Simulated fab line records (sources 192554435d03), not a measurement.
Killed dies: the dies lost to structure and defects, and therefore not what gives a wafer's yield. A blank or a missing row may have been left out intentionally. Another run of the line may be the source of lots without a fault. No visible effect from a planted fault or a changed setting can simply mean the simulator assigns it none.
8D (eight disciplines) problem report, filled in by code    flow n5_finfet    the parts of the form that need people (team, actions taken, sign-off) are left out

== 1. THE PROBLEM ==
killed_at_M4_up at N5_PASSIVATION_PROBE_49 reads a mean of 118 on 6 wafers of 2 lots; wafers without a fault read 14 with a standard deviation of 5.2. Relative to the usual mean, that is a shift of +20 standard deviations.
Earliest sighting: wafer L904.2 on prober-01 at day 16 18:08. The record has a number at this step for 6 wafers belonging to 2 lots. Rule for "out" (also "out of limits"): further than 4 standard deviations from the usual mean. Any other wafer with a number is counted as sound.

== 2. WHAT IT IS; WHAT IT IS NOT ==
question                     is                                                                                                    is not
which readings at this step  killed_at_M4_up, defect_limited_yield, killed_dies, sort_bin_5_function, sort_n_pass, sort_yield_pct  killed_at_M0_to_M3, killed_at_contacts, killed_at_front_end, killed_at_other, killed_open, killed_short, sort_bin_4_leakage, sort_bin_8_speed
which lots                   L903, L904                                                                                            -
which wafers of those lots   all that have a number                                                                                -
read on which tools          prober-01                                                                                             -
when                         from day 16 18:08                                                                                     up to then (0 sound wafers)

== 3. THE SUSPECTS, EACH WITH WHAT RULES IT OUT ==
Counting: a tool stays on the suspect list if, at a process step up to the reading, it processed all lots that are out and no sound lot following the first of them.
- pvd_sputter-01 at N5_BEOL_M11_PRE_CLEAN_45 (time 30 s): kept. It ran every lot that is out, first L904 (day 15 02:32), and no sound lot after that.
- pvd_sputter-01 at N5_MIM_TOP_DEGAS_04 (time 60 s): kept. It ran every lot that is out, first L904 (day 16 07:22), and no sound lot after that.
- prober-01 at N5_PASSIVATION_PROBE_49: kept. It ran every lot that is out, first L904 (day 16 18:08), and no sound lot after that. On those wafers its own readings are out: defect_limited_yield, killed_at_M4_up, killed_dies, sort_bin_5_function, sort_n_pass, sort_yield_pct.
Still standing after the count: pvd_sputter-01 at N5_BEOL_M11_PRE_CLEAN_45, pvd_sputter-01 at N5_MIM_TOP_DEGAS_04, prober-01 at N5_PASSIVATION_PROBE_49.

== 4. THE CAUSE (what the simulator had put in) ==
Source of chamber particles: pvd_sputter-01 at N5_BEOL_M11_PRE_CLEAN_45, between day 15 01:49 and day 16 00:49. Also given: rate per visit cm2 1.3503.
Counting leaves 3 suspects; this tool is one of them.

== 5. SEQUENCE OF EFFECTS, ordered by route ==
One row per reading whose mean, taken over the struck wafers that have a number, lies over 3 standard deviations from the usual. Scope: only readings with a usual standard deviation given in the record; hours: median across lots of the time from each lot's start at the first step in this table that gives one to its start at this step; sigmas: change in usual standard deviations.
hours  step                     reading               usual   on struck wafers  change  sigmas
0      N5_PASSIVATION_PROBE_49  defect_limited_yield  91.3 %  82.6              -8.7    -6.2
0      N5_PASSIVATION_PROBE_49  killed_at_M4_up       14      118               +104    +20
0      N5_PASSIVATION_PROBE_49  killed_dies           103     205               +102    +6.0
0      N5_PASSIVATION_PROBE_49  killed_on_rim         14      30                +16     +3.9
0      N5_PASSIVATION_PROBE_49  sort_bin_5_function   5.0 %   10.5              +5.5    +6.1
0      N5_PASSIVATION_PROBE_49  sort_n_pass           1076    975               -101    -6.0
0      N5_PASSIVATION_PROBE_49  sort_yield_pct        91.2 %  82.6              -8.6    -6.1
Here are the process steps it includes:
- N5_PASSIVATION_PROBE_49

== 6. HOW IT WOULD HAVE BEEN CAUGHT EARLIER ==
40 hours passed between the start of the fault at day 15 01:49 and the first reading out of limits in this record, taken at day 16 18:08.
An alarm limit of 4 standard deviations would not have fired on the tool readings at N5_BEOL_M11_PRE_CLEAN_45 for which the record gives a usual standard deviation, since none of them was out on any struck wafer.
By day 16 18:08 the whole set of lots that are out, 2 in number, had already begun N5_BEOL_M11_PRE_CLEAN_45 on pvd_sputter-01. Tool hold at that time: it would have spared none of them.
